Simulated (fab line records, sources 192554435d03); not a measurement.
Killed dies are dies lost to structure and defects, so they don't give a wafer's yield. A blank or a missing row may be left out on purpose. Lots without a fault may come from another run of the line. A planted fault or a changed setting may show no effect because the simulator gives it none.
Chamber matching | flow n5_finfet | N5_MOL_CONTACT_COAG_CONTACT_ETCH_14 on rie_diel-01: 4 sister chambers
The step etches SiO2 in C4F6/O2, target depth 27.5 nm, overetch 8.5 nm, time 20 s. 20 wafers are shown with their chamber, then 10 later ones without.

WAFERS WITH THEIR CHAMBER
wafer  | chamber | drypump_motor_current_A (A) | showerhead_plenum_p_Torr (Torr) | rf_vpp_V (V)
L077.1 | 1       | 5.3                         | 2.79                            | 691
L077.3 | 3       | 5.6                         | 2.96                            | 696
L077.4 | 0       | 5.0                         | 2.74                            | 687
L080.1 | 2       | 4.9                         | 2.66                            | 684
L080.3 | 1       | 5.3                         | 2.79                            | 688
L080.4 | 1       | 5.3                         | 2.79                            | 688
L083.2 | 2       | 4.9                         | 2.66                            | 683
L083.5 | 2       | 4.9                         | 2.66                            | 684
L083.6 | 0       | 5.0                         | 2.73                            | 688
L084.3 | 2       | 4.9                         | 2.66                            | 687
L084.5 | 0       | 5.0                         | 2.73                            | 688
L084.6 | 2       | 4.9                         | 2.66                            | 684
L089.1 | 2       | 4.9                         | 2.66                            | 685
L089.4 | 3       | 5.6                         | 2.95                            | 696
L089.6 | 3       | 5.6                         | 2.95                            | 696
L090.1 | 0       | 5.0                         | 2.72                            | 688
L090.3 | 3       | 5.6                         | 2.95                            | 694
L090.6 | 3       | 5.6                         | 2.95                            | 694
L093.1 | 3       | 5.5                         | 2.95                            | 694
L093.2 | 1       | 5.3                         | 2.78                            | 689

SIGNATURES (means of the wafers above)
reading                  | chamber 0 | chamber 1 | chamber 2 | chamber 3 | scatter within a chamber
drypump_motor_current_A  | 5.000     | 5.300     | 4.900     | 5.583     | 0.0228
showerhead_plenum_p_Torr | 2.7300    | 2.7875    | 2.6600    | 2.9517    | 0.00473
rf_vpp_V                 | 687.75    | 689.00    | 684.50    | 695.00    | 1.18
Rule: a wafer's distance from a chamber is the root of the sum, over the readings, of the square of ((its reading less the chamber's mean) divided by the reading's scatter). The wafer belongs to the nearest chamber; if the next one is less than 2 further off, it can't be placed. The scatter: the root of (the sum of the squares of (reading less its chamber's mean) over the shown wafers, divided by (wafers less chambers)).

WAFERS WITHOUT THEIR CHAMBER
wafer  | drypump_motor_current_A (A) | showerhead_plenum_p_Torr (Torr) | rf_vpp_V (V)
L093.4 | 4.9                         | 2.65                            | 684
L095.2 | 5.0                         | 2.72                            | 688
L095.4 | 4.9                         | 2.65                            | 684
L095.6 | 5.3                         | 2.77                            | 689
L096.1 | 5.3                         | 2.77                            | 687
L096.2 | 4.9                         | 2.65                            | 686
L096.3 | 5.0                         | 2.72                            | 688
L097.1 | 5.3                         | 2.77                            | 689
L097.2 | 5.6                         | 2.94                            | 696
L097.5 | 5.0                         | 2.72                            | 688

WHICH CHAMBER EACH WENT THROUGH
wafer  | from the rows above | in truth
L093.4 | 2                   | 2
L095.2 | 0                   | 0
L095.4 | 2                   | 2
L095.6 | 1                   | 1
L096.1 | 1                   | 1
L096.2 | 2                   | 2
L096.3 | 0                   | 0
L097.1 | 1                   | 1
L097.2 | 3                   | 3
L097.5 | 0                   | 0
Placed correctly: 10 of 10. Can't be placed from these rows: 0. Placed wrongly: 0.
